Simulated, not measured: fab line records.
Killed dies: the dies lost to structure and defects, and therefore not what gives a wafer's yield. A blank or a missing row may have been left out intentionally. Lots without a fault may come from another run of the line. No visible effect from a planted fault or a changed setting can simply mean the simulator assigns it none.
Struck lot and sound lot, side by side || flow n5Finfet || 16 out of 1938 route steps
Sound: these wafers, L330.1, L330.3, L330.6. Wafers struck: L339.1, L339.2, L339.3. The cause is named last.
At each step with rows: each side's tool, then ch and its chambers, then its first start. Under that, the readings that differ: sound wafers || struck wafers || difference of the means || sigmas: that difference in standard deviations of wafers without a fault.
alike: words and numbers the same on both sides, and readings whose means are apart by under 2 such deviations; not compared: readings that were withheld, readings missing a value for some wafer, numbers with overlapping values and no deviation given by the record, and bounds like >300 which may hide the same value.
The two part at a step that has a row with sigmas, a row that says differs or no value, or rows on one side only. Numbers that don't overlap but have no deviation are shown without sigmas and don't part them. Lack of a reading on every wafer of one side parts them only where that side has two or more wafers.

first, 1 step without rows for these wafers: N5_BEOL_M4_SRD_43 (time 30 s).
N5_BEOL_M4_CD_MEAS_35: target cd 18 nm, target cd y 22.4 nm.
  sound: cdSem-01 at day 10 12:02; struck: cdSem-01 at day 12 16:45
  alike: cdNm
N5_BEOL_M4_DEGAS_44: time 60 s.
  sound: pvdSputter-03 at day 10 12:14; struck: pvdSputter-03 at day 12 17:21
  alike: heaterPowerW, susceptorTempC
then, 1 step without rows for these wafers: N5_BEOL_M4_PRE_CLEAN_45 (time 30 s).
N5_BEOL_M4_ALD_84: deposits TaN, pulse time 2 s, purge time 3 s, co reactant purge time 2 s.
  sound on aldMetal-02 ch 1,2,3, day 10 12:20; struck on aldMetal-02 ch 0,1,2, day 12 17:28
  alike: heaterPowerW, susceptorTempC
then, 2 steps without rows for these wafers: N5_BEOL_M4_SURFACE_TREAT_85; N5_BEOL_M4_CVD_47 (deposits Co from CCTBA/H2, target thk 3 nm, time 223.8 s).
N5_BEOL_M4_SPUTTER_48: material Cu, target thk 4.5 nm, time 8.29 s.
  sound: pvdSputter-01 at day 10 12:53; struck: pvdSputter-03 at day 12 17:57
  alike: chamberPressurePa, susceptorTempC, throttleValvePct
N5_BEOL_M4_ANNEAL_49: time 240 s.
  sound: pvdSputter-01 at day 10 12:58; struck: pvdSputter-03 at day 12 18:02
  alike: heaterPowerW, susceptorTempC
then, 1 step without rows for these wafers: N5_BEOL_M4_SPUTTER_79 (material Cu, target thk 4.5 nm, time 8.29 s).
N5_BEOL_M4_ANNEAL_80: time 240 s.
  sound: pvdSputter-01 at day 10 13:11; struck: pvdSputter-03 at day 12 18:15
  alike: heaterPowerW, susceptorTempC
then, 1 step without rows for these wafers: N5_BEOL_M4_SPUTTER_81 (material Cu, target thk 4.5 nm, time 8.29 s).
N5_BEOL_M4_ANNEAL_82: time 240 s.
  sound: pvdSputter-01 at day 10 13:25; struck: pvdSputter-03 at day 12 18:28
  no value came back on the struck wafers for heaterPowerW (W), susceptorTempC (C); on the sound wafers heaterPowerW (W) reads 751 857 759
then, 1 step without rows for these wafers: N5_BEOL_M4_SPUTTER_86 (material Cu, target thk 4.5 nm, time 8.29 s).
N5_BEOL_M4_RC_MEAS_101:
  sound on prober-02 ch 0, day 10 15:45; struck on prober-02 ch 0, day 12 20:49
  alike: DIBL_N, DIBL_P, IOFF_N, IOFF_P, ION_N, ION_P, SS_N, SS_P, VT_N, VT_P
-- here the record skips 5 days between the struck wafers' starts before and after, leaving off in module BEOL_M4 and picking up in module PASSIVATION (first step shown: number 1936 of the route) --
N5_PASSIVATION_PROBE_49:
  sound: prober-02 at day 15 08:38; struck: prober-01 at day 17 18:44
{"reading": "sort_bin_8_speed (%)", "sound": "0 0 0", "struck": "0 0 13.3", "difference": "+4", "sigmas": "+4"}
  alike: defectLimitedYield, killed_at_M0_to_M3, killed_at_M4_up, killedAtContacts, killedAtFrontEnd, killedAtOther, killedDies, killedOpen, killedShort, sort_bin_5_function, sort_bin_6_memory, sortNPass, sortYieldPct

WHERE THEY PART
Earliest at N5_BEOL_M4_ANNEAL_82; latest, in this record, at N5_PASSIVATION_PROBE_49.

WHY: what had been put in by the simulator
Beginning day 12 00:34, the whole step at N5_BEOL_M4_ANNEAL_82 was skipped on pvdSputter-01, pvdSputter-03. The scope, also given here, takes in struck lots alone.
